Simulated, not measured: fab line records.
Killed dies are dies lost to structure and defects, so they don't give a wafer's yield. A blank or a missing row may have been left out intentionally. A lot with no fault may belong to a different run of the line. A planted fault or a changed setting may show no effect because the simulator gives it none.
A lot that was struck, set against a sound lot / flow n5-finfet / 20 steps out of a route of 1938
Sound: these wafers, L980.2, L980.3, L980.6. The struck wafers were L990.1, L990.3. Last of all comes the cause.
Order at every step that has rows: each side's tool, ch and its chambers, its first start. Under that, the readings that differ: sound wafers / struck wafers / difference of the means / sigmas: that difference in standard deviations of wafers without a fault.
alike: readings with means less than 2 such deviations apart, plus words and numbers identical on both sides. not compared: withheld readings, readings lacking a value on some wafer, bounds such as >300 that could conceal the same value, and numbers that have no deviation in the record and whose values overlap.
Wherever a step has rows on one side only, a row that says differs or no value, or a row with sigmas, the two part there. When numbers do not overlap yet have no deviation, they are printed without sigmas and do not part them. Lack of a reading on every wafer of one side parts them only where that side has two or more wafers.

N5_BEOL_M14_ETCH_67: etches SiARC in CF4, target depth 143 nm, time 238.3 s.
  sound on rie-diel-04 ch 0,2,3, day 12 10:05; struck on rie-diel-01 ch 1,3, day 14 13:51
  alike: drypump-motor-current-A, etch-rf-on-time-s, oes-product-au, rf-vpp-V, showerhead-plenum-p-Torr, throttle-valve-pct
  not compared: rf-hours-counter-h
then, 4 steps without rows for these wafers: N5_BEOL_M14_ETCH_68 (etches SOC in N2/H2, time 450 s); N5_BEOL_M14_STRIP_69 (strips in N2/H2); N5_BEOL_M14_TRENCH_ETCH_34 (etches SiO2 in C4F8/O2/Ar, target depth 556.65 nm, time 126.9 s); N5_BEOL_M14_STRIP_70 (strips in C4F8/O2/Ar).
N5_BEOL_M14_OCD_MEAS_35:
  sound on ocd-01 at day 12 10:39; struck on ocd-02 at day 14 14:25
  alike: trench-depth-nm
then, 1 step without rows for these wafers: N5_BEOL_M14_STRIP_37 (strips in O2).
N5_BEOL_M14_ETCH_38: etches SiCN in CF4/N2, target depth 106.5 nm, time 120.6 s.
  sound: rie-diel-04 ch 1,2,3; struck: rie-diel-01 ch 0,1
reading=drypump-motor-current-A (A); sound=5.1 5.7 6.0; struck=6.4 6.6; difference=+0.9; sigmas=+2
  alike: oes-product-au, rf-vpp-V, showerhead-plenum-p-Torr, throttle-valve-pct
  not compared: rf-hours-counter-h
then, 2 steps without rows for these wafers: N5_BEOL_M14_PRECLEAN_39 (cleans in residue remover, time 60 s); N5_BEOL_M14_SRD_40 (time 30 s, dry time 30 s).
N5_BEOL_M14_DEGAS_41: time 60 s.
  sound on pvd-sputter-02 at day 12 12:17; struck on pvd-sputter-03 at day 14 16:14
  alike: heater-power-w
then, 1 step without rows for these wafers: N5_BEOL_M14_PRE_CLEAN_42 (time 30 s).
N5_BEOL_M14_SPUTTER_43: material TaN, target thk 15 nm, time 24.19 s.
  sound on pvd-sputter-02 at day 12 12:22; struck on pvd-sputter-03 at day 14 16:19
reading=model.TaN_of_BEOL_M14_SPUTTER_43.thk-nm (nm); sound=14.8 14.6 15; struck=11.6 11.4; difference=-3.3; sigmas=
  alike: throttle-valve-pct
then, 1 step without rows for these wafers: N5_BEOL_M14_SPUTTER_44 (material Ta, target thk 15 nm, time 24.19 s).
N5_BEOL_M14_SPUTTER_45: material Cu, target thk 100 nm, time 16.67 s.
  sound on pvd-sputter-02 at day 12 12:31; struck on pvd-sputter-03 at day 14 16:29
  alike: throttle-valve-pct
then, 1 step without rows for these wafers: N5_BEOL_M14_ECD_47 (material Cu, target thk 1248 nm).
N5_BEOL_M14_ANNEAL_48: time 90 s.
  sound on rtp-anneal-02 ch 0, day 12 12:53; struck on rtp-anneal-01 ch 0, day 14 17:05
  alike: wafer_temp_C_max
N5_BEOL_M14_CMP_49: polishes, stops on SiO2, t overpolish 5.2 s, target thk 560 nm.
  sound on cmp-02 ch 1,3, day 12 13:11; struck on cmp-02 ch 1,2, day 14 17:24
reading=barrier-field-endpoint-s (s); sound=11.64 11.22 11.42; struck=9.84 10.00; difference=-1.51; sigmas=-6
  alike: motor-current-A, slurry-flow-ml-min
N5_BEOL_M14_THK_MEAS_50: measures by xrf.
  sound on film-metro-02 at day 12 13:26; struck on film-metro-01 at day 14 17:41
  alike: M14_THK
N5_PASSIVATION_PROBE_49:
  only the struck wafers here have rows in the record (prober-01, day 15 13:52); the sound ones have none

WHERE THEY PART
Last at N5_PASSIVATION_PROBE_49 as far as this record goes, first at N5_BEOL_M14_ETCH_38.

WHY: what the simulator had put in
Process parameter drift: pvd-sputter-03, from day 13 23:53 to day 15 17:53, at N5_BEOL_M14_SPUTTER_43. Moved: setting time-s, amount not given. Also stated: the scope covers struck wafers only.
